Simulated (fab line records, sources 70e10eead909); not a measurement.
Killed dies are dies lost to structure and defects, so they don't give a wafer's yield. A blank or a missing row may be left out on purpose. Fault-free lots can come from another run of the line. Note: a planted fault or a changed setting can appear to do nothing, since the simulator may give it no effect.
fab line records ; flow nand-harc
[record] lots = 5; wafers = 15; last-day = 33
route steps=1302 shown A_ZERO_WELL@394 A_SOURCE_PLATE@413 END@1302
lots that met no fault: from a run of the same line without faults
start-h: start of the lot's first displayed wafer, in hours after the record's first day ; wait-h: time in hours since the lot's previous step ; " repeats the value in the row above ; L1.1+2: one row covering several wafers at once ; - no value, or no start was given ; * or withheld: withheld ; < > ~ a bound
route shown NAME@n: a module of which the file shows steps, and the number in the route of the first ; usual: average and standard deviation across the fault-free wafers ; same: alike in all rows ; chamber/n: place in a boat ; sites: readings site by site ; _std_site: the standard deviation of these ; _edge_site: inner sites' mean taken away from outer sites' mean ; radius-mm: how far each site lies from the wafer's centre ; mask NAME#n: copy n ; behind: the most recent tool/chamber to have shaped the wafer ; hold: cause of the lot's hold/its duration in hours/its outcome ; device: names the non-switching transistor (n, p or np) ; end of line: the route-end tests of the same wafers ; for a step that has no rows: nothing shown but its recipe ; killed: at the first sort, the dies lost to defects and structure; wafer yield is something else ; map: per-die view of a wafer (x killed, . not killed, _ where there is no die)
set.NAME: setting as actually run; set.NAME@STEP: the setting as run at that earlier step ; model.NAME: the simulator's own value behind a step, which no gauge read
lots seen at some steps along the route; tables by step, rows by wafer
services: from which hour (start-h, from the record's first day; less than 0 if before it) a tool's chamber was out of use, for how many hours, and why
[[steps]]
[step NHARC_A_ZERO_WELL_COAT_18]
[recipe] temp-c = 200; time-s = 65
[step NHARC_A_ZERO_WELL_COAT_04]
[recipe] spin-rpm = 2000; resist-thk-nm = 600
[step NHARC_A_ZERO_WELL_SOFTBAKE_05]
[recipe] temp-c = 125; time-s = 70
[step NHARC_A_ZERO_WELL_EBR_06]
[step NHARC_A_ZERO_WELL_EXPOSE_07]
[recipe] na = 0.55; dose-mj = 33.85; mask-id = A_ZERO
[step NHARC_A_ZERO_WELL_PEB_08]
[recipe] peb-temp-c = 128; peb-time-s = 80
[step NHARC_A_ZERO_WELL_DEVELOP_09]
[recipe] time-s = 50; dev-temp-c = 22
[step NHARC_A_ZERO_WELL_CD_MEAS_10]
[recipe] target-cd-nm = 2000; landing-energy-ev = 500
[usual] cd-nm = 2000.1/1.5
lot.wafer;tool;chamber;start-h;wait-h;cd-nm
L356.2;cd-sem-02;0;203.55;-;2000.2
L356.3;cd-sem-02;0;203.55;-;2000.2
L356.6;cd-sem-02;0;203.55;-;1999.8
L366.2;cd-sem-01;0;304.68;-;2001.5
L366.3;cd-sem-01;0;304.68;-;2001.2
L366.5;cd-sem-01;0;304.68;-;2001.8
L369.4;cd-sem-03;0;326.98;-;2002.4
L369.5;cd-sem-03;0;326.98;-;2002.7
L369.6;cd-sem-03;0;326.98;-;2000.8
L371.1;cd-sem-02;0;359.46;-;2000.3
L371.2;cd-sem-02;0;359.46;-;2000.1
L371.4;cd-sem-02;0;359.46;-;2000.7
L373.1;cd-sem-03;0;369.15;-;2000.4
L373.2;cd-sem-03;0;369.15;-;1999.3
L373.4;cd-sem-03;0;369.15;-;1999.6
[step NHARC_A_ZERO_WELL_HARDBAKE_11]
[recipe] temp-c = 118; time-s = 65
[step NHARC_A_ZERO_WELL_DESCUM_12]
[recipe] time-s = 3; o2-flow-sccm = 200; ar-flow-sccm = 0; bias-power-w = 0; chemistry = O2
[usual] drypump-motor-current-A = 6.0/0.38; oes-product-au = 0.999/0.0061; rf-vpp-V = 57.7/0.89; showerhead-plenum-p-Torr = 1.89/0.078; throttle-valve-pct = 11.311/0.009
lot.wafer;tool;chamber;start-h;wait-h;drypump-motor-current-A;oes-product-au;rf-hours-counter-h;rf-vpp-V;showerhead-plenum-p-Torr;throttle-valve-pct
L356.3;rie-diel-11;2;203.70;-;6.5;1.003;4;58.3;1.79;11.311
L356.2;rie-diel-11;1;203.70;-;5.7;1.012;4;57.8;1.88;11.311
L356.6;rie-diel-11;3;203.70;-;5.6;1.004;-;58.4;1.93;11.311
L366.2;rie-diel-09;2;304.84;-;6.3;0.995;26;57.8;1.95;11.319
L366.3;rie-diel-09;3;304.84;-;5.7;0.994;26;57.4;1.78;11.324
L366.5;rie-diel-09;1;304.84;-;5.6;0.995;-;59.6;2.02;11.308
L369.4;rie-diel-11;2;327.14;-;6.5;1.003;2;56.1;1.79;11.295
L369.6;rie-diel-11;1;327.14;-;5.7;0.984;-;56.7;1.87;11.300
L369.5;rie-diel-11;2;327.14;-;6.5;1.003;-;56.2;1.79;11.302
L371.1;rie-diel-11;0;359.61;-;6.0;1.002;3;57.7;1.97;11.321
L371.2;rie-diel-11;2;359.61;-;6.6;1.001;3;56.1;1.79;11.305
L371.4;rie-diel-11;3;359.61;-;5.6;1.005;3;55.9;1.93;11.320
L373.4;rie-diel-11;2;369.31;-;6.6;1.000;3;57.4;1.79;11.309
L373.1;rie-diel-11;0;369.31;-;6.0;0.999;3;57.4;1.97;11.317
L373.2;rie-diel-11;1;369.31;-;5.7;0.998;3;56.3;1.87;11.288
[step NHARC_A_ZERO_WELL_ETCH_19]
[recipe] target-depth-a = 800; overetch-a = 240; time-s = 87.88; ion-energy-ev = 200; n2-flow-sccm = 150; h2-flow-sccm = 150; ar-flow-sccm = 0; rf-w = 400; bias-w = 150; chemistry = N2/H2
[usual] drypump-motor-current-A = 6.0/0.39; oes-product-au = 1.001/0.0076; rf-vpp-V = 429.9/2.6; showerhead-plenum-p-Torr = 2.02/0.086; throttle-valve-pct = 14.172/0.0093
lot.wafer;tool;chamber;start-h;wait-h;drypump-motor-current-A;oes-product-au;rf-hours-counter-h;rf-vpp-V;showerhead-plenum-p-Torr;throttle-valve-pct
L356.3;rie-diel-11;3;203.80;0.1;5.5;1.001;4;433.4;2.06;14.181
L356.2;rie-diel-11;2;203.80;0.1;6.5;1.012;4;424.8;1.90;14.163
L356.6;rie-diel-11;2;203.80;0.1;6.5;1.013;-;426.4;1.90;14.187
L366.3;rie-diel-09;2;304.92;0.1;6.3;0.992;26;431.1;2.08;14.164
L366.2;rie-diel-09;0;304.92;0.1;6.4;0.999;26;429.7;1.94;14.182
L366.5;rie-diel-09;1;304.92;0.1;5.6;1.002;-;433.9;2.16;14.162
L369.4;rie-diel-11;0;327.24;0.1;6.0;0.998;2;431.7;2.10;14.164
L369.6;rie-diel-11;1;327.24;0.1;5.7;1.001;-;428.6;2.00;14.183
L369.5;rie-diel-11;2;327.24;0.1;6.6;1.017;-;426.5;1.90;14.165
L371.2;rie-diel-11;3;359.70;0.1;5.6;1.012;3;431.9;2.06;14.176
L371.1;rie-diel-11;1;359.70;0.1;5.7;0.999;3;428.3;2.00;14.194
L371.4;rie-diel-11;2;359.70;0.1;6.5;1.003;3;426.5;1.90;14.163
L373.2;rie-diel-11;2;369.40;0.1;6.6;0.995;3;428.0;1.90;14.173
L373.1;rie-diel-11;3;369.40;0.1;5.5;1.002;3;430.4;2.06;14.182
L373.4;rie-diel-11;0;369.40;0.1;6.0;0.996;3;432.8;2.10;14.183
[step NHARC_A_ZERO_WELL_ETCH_13]
[recipe] target-depth-a = 1200; time-s = 40.1; hbr-flow-sccm = 150; cl2-flow-sccm = 50; rf-w = 400; icp-w = 400; bias-w = 100; chemistry = HBr/Cl2
[usual] drypump-motor-current-A = 5.5/0.34; oes-product-au = 1.001/0.0089; throttle-valve-pct = 26.406/0.0089
lot.wafer;tool;chamber;start-h;wait-h;drypump-motor-current-A;oes-product-au;rf-hours-counter-h;throttle-valve-pct
L356.3;rie-si-01;1;203.94;-;5.4;1.004;0.0;26.428
L356.2;rie-si-01;0;203.94;-;6.3;0.992;0.0;26.415
L356.6;rie-si-01;1;203.94;-;5.4;0.997;-;26.409
L366.3;rie-si-01;2;305.04;-;5.7;1.008;0.6;26.408
L366.2;rie-si-01;0;305.04;-;6.3;1.009;0.8;26.401
L366.5;rie-si-01;3;305.04;-;5.9;1.002;-;26.411
L369.4;rie-si-05;0;327.33;-;5.0;0.991;0.1;26.417
L369.6;rie-si-05;0;327.33;-;5.0;0.998;-;26.392
L369.5;rie-si-05;1;327.33;-;5.1;1.006;-;26.423
L371.4;rie-si-03;3;359.82;-;5.5;1.013;0.8;26.403
L371.1;rie-si-03;1;359.82;-;5.7;0.994;0.8;26.399
L371.2;rie-si-03;2;359.82;-;5.3;1.005;0.8;26.400
L373.4;rie-si-05;3;369.51;-;5.7;0.997;0.3;26.396
L373.2;rie-si-05;0;369.51;-;5.0;0.996;0.3;26.406
L373.1;rie-si-05;1;369.51;-;5.1;1.000;0.3;26.414
[step NHARC_A_ZERO_WELL_STRIP_14]
[recipe] time-s = 900; temp-c = 130; chemistry = SPM
lot.wafer;tool;chamber;start-h;wait-h
L356.2+6+3;wet-bench-05;7,2,4;204.09;-
L366.5+2+3;wet-bench-09;5,6,0;305.19;-
L369.4+6+5;wet-bench-04;2,3,4;327.49;-
L371.1+2+4;wet-bench-05;5,7,2;359.97;-
L373.2+1+4;wet-bench-09;1,2,4;369.67;-
[step NHARC_A_ZERO_WELL_IMPLANT_15]
[recipe] energy-kev = 150; dose-cm2 = 1e+13; tilt-deg = 7
[step NHARC_A_ZERO_WELL_PRECLEAN_22]
[recipe] time-s = 60; temp-c = 50; bath-age-min = 0; chemistry = SC1
[step NHARC_A_ZERO_WELL_SRD_23]
[step NHARC_A_ZERO_WELL_RTA_16]
[recipe] temp-c = 1000; time-s = 10
[usual] lamp-power-pct = 31.9/0.56; wafer_temp_C_max = 1004.1/1
lot.wafer;tool;chamber;start-h;wait-h;lamp-power-pct;wafer_temp_C_max
L356.2;rtp-anneal-01;0;204.87;-;31.4;1003.8
L356.3;rtp-anneal-01;0;204.87;-;31.4;1004.6
L356.6;rtp-anneal-01;0;204.87;-;31.4;1003.4
L366.2;rtp-anneal-01;0;306.29;-;31.5;1003.1
L366.3;rtp-anneal-01;0;306.29;-;31.4;1003.5
L366.5;rtp-anneal-01;0;306.29;-;31.5;1003.6
L369.4;rtp-anneal-02;0;328.37;0.2;32.6;1002.8
L369.5;rtp-anneal-02;0;328.37;0.2;32.7;1004.1
L369.6;rtp-anneal-02;0;328.37;0.2;32.6;1004.0
L371.1;rtp-anneal-01;0;360.81;0.1;31.4;1004.3
L371.2;rtp-anneal-01;0;360.81;0.1;31.4;1003.1
L371.4;rtp-anneal-01;0;360.81;0.1;31.5;1002.7
L373.1;rtp-anneal-01;0;370.41;-;31.5;1004.5
L373.2;rtp-anneal-01;0;370.41;-;31.5;1003.2
L373.4;rtp-anneal-01;0;370.41;-;31.5;1003.7
[step NHARC_A_ZERO_WELL_INSPECT_17]
[usual] raw-defect-count = 13/6.9
lot.wafer;tool;chamber;start-h;wait-h;raw-defect-count
L356.2;defect-inspect-01;-;205.04;0.1;14
L356.3;defect-inspect-01;-;205.04;0.1;20
L356.6;defect-inspect-01;-;205.04;0.1;15
L366.2;defect-inspect-02;-;306.46;0.1;21
L366.3;defect-inspect-02;-;306.46;0.1;1394
L366.5;defect-inspect-02;-;306.46;0.1;23
L369.4;defect-inspect-02;-;328.48;0.1;9
L369.5;defect-inspect-02;-;328.48;0.1;22
L369.6;defect-inspect-02;-;328.48;0.1;8
L371.1;defect-inspect-02;-;361.00;0.2;7
L371.2;defect-inspect-02;-;361.00;0.2;16
L371.4;defect-inspect-02;-;361.00;0.2;7
L373.1;defect-inspect-01;-;370.61;0.2;5
L373.2;defect-inspect-01;-;370.61;0.2;17
L373.4;defect-inspect-01;-;370.61;0.2;8
[step NHARC_A_SOURCE_PLATE_PRECLEAN_00]
[recipe] time-s = 60; chemistry = HF-LAST
[step NHARC_END_SORT_01]
[recipe] temp-c = 25
[usual] killed-at-array = 52/20; killed-at-other = 1.0/1.3; killed-at-periphery = 3.7/2.2; killed-dies = 57/20; killed-open = 3.2/1.6; killed-short = 2.4/1.6
[same] gross-dies = 677
lot.wafer;tool;chamber;start-h;wait-h;killed-at-array;killed-at-other;killed-at-periphery;killed-dies;killed-open;killed-short
L366.3;prober-02;0;721.08;3.1;68;0;7;75;5;4
// killed by level:class
L366.3 A_ZERO_WELL:unspecified=25 A_CHANNEL_HOLE_D2:chamber-film-flake=22 A_SLIT:chamber-film-flake=4 A_CHANNEL_HOLE_D1:chamber-film-flake=4 A_M0:geometric-particle:open=2 P_M2:chamber-film-flake=2 A_DECK1_JOINT:chamber-film-flake=2 A_CONTACT:chamber-film-flake=2
[[services]]
tool;chamber;start-h;hours;kind
rie-diel-11;-;183.15;0.2;repair
wet-bench-09;-;183.57;1.8;repair
rie-diel-11;0;185.50;-;clean
rie-diel-11;1;185.50;-;clean
rie-diel-11;2;185.50;-;clean
rie-si-01;-;193.00;9.0;pm
rie-diel-11;0;198.86;5.5;repair
rie-si-03;-;204.63;0.5;repair
rie-diel-11;3;212.60;7.5;repair
rie-si-01;2;214.18;25.6;repair
rie-si-03;-;221.00;9.0;pm
wet-bench-04;-;227.20;8.0;pm
rie-diel-09;0;232.05;6.8;repair
rie-diel-11;-;255.50;9.0;pm
wet-bench-05;-;260.80;8.0;pm
rie-diel-11;3;281.37;5.1;repair
rie-diel-09;1;290.08;6.1;repair
rie-si-05;-;305.00;9.0;pm
rie-diel-09;-;320.42;9.0;pm
rie-diel-11;0;338.21;6.9;repair
wet-bench-05;-;338.73;2.0;repair
wet-bench-09;-;352.84;8.0;pm
rie-si-01;-;370.00;9.0;pm
rie-diel-09;2;370.08;2.7;repair
[[key]]
[first-sign] step = NHARC_A_ZERO_WELL_INSPECT_17; reading = raw-defect-count; direction = up; sigmas = 99+; usual = 13; struck = 1394
effect none on later readings
met-at NHARC_A_ZERO_WELL_STRIP_14
struck-wafers L366.3
tester-left-out L366
[fault] kind = chamber-particle-source; tool = wet-bench-09; chamber = 0; onset-h = 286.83; steps = NHARC_A_ZERO_WELL_STRIP_14; rate-per-visit-cm2 = 2.0909; end-h = 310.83
// tester-left-out: of these lots the tester's yield and bins aren't shown, on N5 and GAA mostly nor the transistor test; their killed dies are dies lost to structure and defects alone, not to doping, threshold or leakage, so they don't give the yield
